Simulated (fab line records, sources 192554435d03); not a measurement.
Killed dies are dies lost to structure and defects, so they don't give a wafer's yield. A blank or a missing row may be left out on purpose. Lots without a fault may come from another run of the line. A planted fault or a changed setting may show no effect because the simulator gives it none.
Which tool did it? | flow n5_finfet | 7 lots, 19 wafers sampled, at 3 steps of a route of 1938

WHAT THE GAUGES READ, wafer by wafer
N5_BEOL_M5_THK_MEAS_01.
lot  | measured     | on            | M5_ILD_THK (nm)
L827 | day 8 19:37  | film_metro-01 | 119.0 119.3
L832 | day 10 04:43 | film_metro-02 | 119.9 124.6 122.2
L835 | day 10 22:54 | film_metro-02 | 117.6 118.4 120.2
L843 | day 13 01:18 | film_metro-01 | 122.4 122.5
L844 | day 13 06:03 | film_metro-01 | 120.0 122.1 123.3
L848 | day 13 10:50 | film_metro-02 | 118.5 120.8 120.7
L849 | day 14 07:59 | film_metro-02 | 120.0 122.1 123.6

WHICH TOOL RAN EACH LOT (tool, then ch and the chambers of the sampled wafers, then the start)
lot  | N5_BEOL_M4_CO_CAP_55             | N5_BEOL_M5_CURE_79
L827 | cvd_co-02 ch 0,1, day 8 17:49    | uv_cure-02 ch 1, day 8 19:05
L832 | cvd_co-02 ch 0,2, day 10 02:57   | uv_cure-02 ch 1, day 10 04:22
L835 | cvd_co-01 ch 0,1, day 10 20:51   | uv_cure-02 ch 2, day 10 22:11
L843 | cvd_co-02 ch 1,2, day 12 23:09   | uv_cure-01 ch 1, day 13 00:46
L844 | cvd_co-01 ch 0,1,2, day 13 04:07 | uv_cure-03 ch 1, day 13 05:31
L848 | cvd_co-02 ch 0,1,2, day 13 09:03 | uv_cure-02 ch 1, day 13 10:19
L849 | cvd_co-02 ch 0,2, day 14 06:13   | uv_cure-01 ch 1, day 14 07:28
- N5_BEOL_M4_CO_CAP_55: material Co, precursor CCTBA/H2, target thk 2 nm, time 102.1 s.
- N5_BEOL_M5_CURE_79: cures SiCOH lowk, time 240 s.

THE ANSWER, worked out from the rows above alone
Rule: what is usual is taken from the lots themselves. Put in order of their means at a reading, lots are off if they are a third of the lots or fewer, leave a main group of 4 or more, and stand apart from it by a gap of 3 or more times the standard deviation of the main group's means; of several such gaps the widest counts. A main group whose means are all the same, to the digits that the tables above print for the reading, isn't used. A lot without any number at a reading at which 4 lots or more have one is off too. The other lots that the step has rows for count as sound.
No lot is off at any reading shown: from this, nothing can be told.

WHAT THE SIMULATOR HAD PUT IN
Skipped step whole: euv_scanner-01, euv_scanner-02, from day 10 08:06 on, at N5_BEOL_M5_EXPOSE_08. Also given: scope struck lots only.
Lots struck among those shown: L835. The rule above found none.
